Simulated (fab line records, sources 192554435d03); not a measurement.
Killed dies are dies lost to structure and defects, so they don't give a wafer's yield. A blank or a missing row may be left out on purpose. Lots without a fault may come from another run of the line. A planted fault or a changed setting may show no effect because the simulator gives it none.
Split-lot experiment | flow n5_finfet | 7 lots, 21 wafers read, on a route of 1938 steps

THE SPLIT
At N5_SD_EPI_N_COAT_33 (time 60 s, resist thk 35 nm), the setting spin_rpm was moved away from the recipe's 1500 rpm on 8 of the 21 wafers read, by -5.3% to +6.0%. The other wafers ran this setting at the recipe's value.

The reading is taken at the split's own step.

THE READING
SiARC_of_SD_EPI_N_COAT_33.thk_nm (the simulator's own value, which no gauge read), in nm, at N5_SD_EPI_N_COAT_33 (time 60 s, resist thk 35 nm). The file gives no usual value for it. The 13 wafers here that ran the recipe average 35.1 nm, standard deviation 0.1 nm.

wafer  | tool, chamber at the split | spin_rpm as run, rpm | against the recipe | SiARC_of_SD_EPI_N_COAT_33.thk_nm, nm | against lot-mates on the recipe
L076.1 | litho_track-01, 0          | 1573                 | +4.9%              | 34.4                                 | no lot-mate on the recipe
L076.4 | litho_track-01, 0          | 1573                 | +4.9%              | 34.4                                 | no lot-mate on the recipe
L076.5 | litho_track-01, 0          | 1573                 | +4.9%              | 34.4                                 | no lot-mate on the recipe
L080.1 | litho_track-05, 0          | 1500                 | recipe             | 35                                   | -
L080.2 | litho_track-05, 0          | 1500                 | recipe             | 35                                   | -
L080.4 | litho_track-05, 0          | 1500                 | recipe             | 35                                   | -
L081.3 | litho_track-01, 0          | 1500                 | recipe             | 35.2                                 | -
L081.4 | litho_track-01, 0          | 1500                 | recipe             | 35.2                                 | -
L081.5 | litho_track-01, 0          | 1500                 | recipe             | 35.2                                 | -
L090.4 | litho_track-01, 0          | 1500                 | recipe             | 35.2                                 | -
L090.6 | litho_track-01, 0          | 1500                 | recipe             | 35.2                                 | -
L090.5 | litho_track-01, 0          | 1500                 | recipe             | 35                                   | -
L091.2 | litho_track-02, 0          | 1500                 | recipe             | 35                                   | -
L091.3 | litho_track-02, 0          | 1590                 | +6.0%              | 34                                   | -1.0
L091.6 | litho_track-02, 0          | 1590                 | +6.0%              | 34                                   | -1.0
L092.2 | litho_track-05, 0          | 1500                 | recipe             | 35                                   | -
L092.4 | litho_track-05, 0          | 1500                 | recipe             | 35.2                                 | -
L092.5 | litho_track-05, 0          | 1437                 | -4.2%              | 35.8                                 | +0.7
L097.2 | litho_track-02, 0          | 1500                 | recipe             | 35                                   | -
L097.3 | litho_track-02, 0          | 1421                 | -5.3%              | 36                                   | +1.0
L097.4 | litho_track-02, 0          | 1421                 | -5.3%              | 36                                   | +1.0

THE FIT
A straight line over all 21 wafers: SiARC_of_SD_EPI_N_COAT_33.thk_nm changes by -0.166 nm for each +1% of spin_rpm; r = -0.98; the points scatter about the line by 0.099 nm.
The same after taking each lot's own level away (the mean of its wafers on the recipe; 18 wafers): -0.175 nm for each +1%; r = -0.99; scatter 0.062 nm.
On that fit, the largest move of spin_rpm shifts the reading by 1.1 nm.
The lots' own levels span 35.00 to 35.20 nm, that is 2.0 times the standard deviation above.
So the lot-to-lot level changes the slope little: the two slopes agree.
Check: with one of the wafers moved furthest among these (+6.0%) left out of the fit, the line predicts -1.06 nm for it against its lot-mates. It came out at -1 nm against them.

OTHER SPLITS ON THESE WAFERS
These wafers also went through other splits before the reading. Each is held against what the fit with the lots' levels taken away leaves over:
other split on the same wafers            | wafers away from the commonest value | r with SiARC_of_SD_EPI_N_COAT_33.thk_nm (lot level and that fit taken away)
N5_WELL_APT_COAT_02 spin_rpm              | 8                                    | +0.07
N5_WELL_APT_EXPOSE_05 dose_mj             | 6                                    | +0.36
N5_PMOS_HMC_CHANNEL_EPI_PEB_07 peb_time_s | 6                                    | +0.00
N5_PMOS_HMC_CHANNEL_EPI_ETCH_32 bias_w    | 6                                    | -0.13
N5_FIN_SAQP_ETCH_52 source_w              | 10                                   | +0.17
N5_FIN_CUT_COAT_02 spin_rpm               | 7                                    | -0.18
N5_FIN_CUT_EXPOSE_05 dose_mj              | 7                                    | -0.35

THE FILE'S OWN FIT
SiARC_of_SD_EPI_N_COAT_33.thk_nm changes by -0.175 nm for each +1% of spin_rpm, r = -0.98.
